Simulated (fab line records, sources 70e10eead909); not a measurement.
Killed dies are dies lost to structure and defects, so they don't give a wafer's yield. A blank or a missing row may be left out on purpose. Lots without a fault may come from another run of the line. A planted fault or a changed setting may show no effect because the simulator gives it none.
Chamber matching | flow nand_harc | NHARC_THIN_TSV_CMP_01 on cmp-03: 4 sister chambers
The step polishes. 14 wafers are shown with their chamber, then 7 later ones without.

WAFERS WITH THEIR CHAMBER
wafer  | chamber | motor_current_A (A)
L835.1 | 1       | 11.4
L835.2 | 3       | 12.2
L835.6 | 0       | 11.3
L836.3 | 2       | 14.6
L836.5 | 2       | 14.6
L836.6 | 1       | 12.1
L838.2 | 0       | 11.1
L838.4 | 2       | 14.0
L838.5 | 1       | 11.7
L840.1 | 0       | 10.8
L840.3 | 3       | 12.4
L840.5 | 2       | 14.7
L843.2 | 0       | 11.2
L843.4 | 1       | 11.7

SIGNATURES (means of the wafers above)
reading         | chamber 0 | chamber 1 | chamber 2 | chamber 3 | scatter within a chamber
motor_current_A | 11.100    | 11.725    | 14.475    | 12.300    | 0.267
Rule: a wafer's distance from a chamber is the root of the sum, over the readings, of the square of ((its reading less the chamber's mean) divided by the reading's scatter). The wafer belongs to the nearest chamber; if the next one is less than 2 further off, it can't be placed. The scatter: the root of (the sum of the squares of (reading less its chamber's mean) over the shown wafers, divided by (wafers less chambers)).

WAFERS WITHOUT THEIR CHAMBER
wafer  | motor_current_A (A)
L843.6 | 11.1
L849.3 | 11.5
L849.4 | 12.3
L849.6 | 11.4
L848.1 | 11.3
L848.3 | 11.3
L848.5 | 11.6

WHICH CHAMBER EACH WENT THROUGH
wafer  | from the rows above     | in truth
L843.6 | 0                       | 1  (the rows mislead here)
L849.3 | can't be placed: 1 or 0 | 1
L849.4 | 3                       | 3
L849.6 | can't be placed: 0 or 1 | 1
L848.1 | can't be placed: 0 or 1 | 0
L848.3 | can't be placed: 0 or 1 | 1
L848.5 | can't be placed: 1 or 0 | 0
Placed correctly: 1 of 7. Can't be placed from these rows: 5 (the true chamber is among the candidates in 5). Placed wrongly: 1.
